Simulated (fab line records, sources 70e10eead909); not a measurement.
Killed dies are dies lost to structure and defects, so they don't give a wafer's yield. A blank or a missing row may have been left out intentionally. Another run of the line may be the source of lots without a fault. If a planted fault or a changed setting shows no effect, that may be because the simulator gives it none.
Code-filled problem report in 8D (eight disciplines) form	flow nand harc	the parts of the form that need people (team, actions taken, sign-off) are left out

## 1. WHAT IS WRONG
raw defect count at NHARC_P_M0_INSPECT_27 reads a mean of 2436 on 2 wafers of 2 lots; wafers without a fault read 304 with a standard deviation of 110. That is +19 standard deviations from the usual mean.
Earliest sighting: wafer L892.6 on defect inspect-02 at day 12 10:22. Wafers with a number at this step in the record: 36, from 12 lots. The rule behind "out" and "out of limits": a value lying over 4 standard deviations away from the usual mean. Any other wafer with a number is counted as sound.

## 2. WHAT THIS IS AND IS NOT
question	is	is not
which readings at this step	raw defect count	-
which lots	L892, L895	L878, L880, L882, L883, L885, L886, L888, L897, L900, L901
which wafers of those lots	L892.6, L895.6	L892.3, L892.5, L895.2, L895.3
read on which gauges	defect inspect-01, defect inspect-02	-
when	from day 12 10:22	up to then (23 sound wafers); but 11 sound wafers of L895, L897, L900, L901 came after

## 3. SUSPECTS, AND WHAT RULES EACH OUT
Counting: a tool at a process step up to the reading stays a suspect if it ran every lot that is out. Sound lots after the first of them don't rule it out here, since some wafers of a struck lot are sound.
- the gauge at NHARC_P_M0_INSPECT_27: ruled out. The wafers that are out were read on 2 gauges (defect inspect-01, defect inspect-02).
- pvd sputter-02 at NHARC_P_M0_DEGAS_28 (time 60 s): kept. It ran every lot that is out, first L892 (day 12 08:50); its last sound lot up to then is L888 (day 10 09:20).
- cmp-02 at NHARC_P_M0_CMP_23 (polishes, t overpolish 20 s, target thk 117.54 nm): kept. It ran every lot that is out, first L892 (day 12 09:55); its last sound lot up to then is L886 (day 9 11:19).
- In cmp-02 at NHARC_P_M0_CMP_23, the wafers that are out were processed in chamber 2 and their sound lot-mates in chambers 1, 3.
Left after counting: pvd sputter-02 at NHARC_P_M0_DEGAS_28, cmp-02 at NHARC_P_M0_CMP_23.

## 4. THE CAUSE (what the simulator had put in)
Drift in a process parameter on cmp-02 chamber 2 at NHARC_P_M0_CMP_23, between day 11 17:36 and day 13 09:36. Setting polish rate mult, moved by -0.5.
After counting, 2 suspects remain, this tool included.

## 5. THE CHAIN OF EFFECTS, in route order
Each row: a reading where the mean over the struck wafers with a number is more than 3 standard deviations away from the usual. Only readings whose record carries a usual standard deviation are examined. hours: median over the lots of the time between each lot's start at the first step of this table that gives one and its start at this step. sigmas: the change, counted in usual standard deviations.
hours	step	reading	usual	on struck wafers	change	sigmas
0	NHARC_P_M0_INSPECT_27	raw defect count	304	2436	+2132	+19
438	NHARC_END_SORT_01	defect limited yield	91.2 %	0.0	-91.2	-35
438	NHARC_END_SORT_01	killed at periphery	3.7	612.5	+608.8	+99 or more
438	NHARC_END_SORT_01	killed dies	59	677	+618	+34
438	NHARC_END_SORT_01	sort_bin_3_pct	0.7 %	90.8	+90.1	+99 or more
438	NHARC_END_SORT_01	sort n pass	618	0	-618	-34
438	NHARC_END_SORT_01	sort rim yield pct	93 %	0	-93	-25
438	NHARC_END_SORT_01	sort yield pct	91.2 %	0.0	-91.2	-35

## 6. HOW IT WOULD HAVE BEEN CAUGHT EARLIER
17 hours passed between the start of the fault at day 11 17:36 and the first reading out of limits at a measuring or inspecting step in this record, taken at day 12 10:22.
Tool readings at NHARC_P_M0_CMP_23 with a usual standard deviation given in the record: none out on any struck wafer, hence no alarm at a limit of 4 standard deviations on them.
Among the 2 lots that are out, L895 began NHARC_P_M0_CMP_23 on cmp-02 after day 12 10:22. Had the tool been put on hold then, it would have been spared.
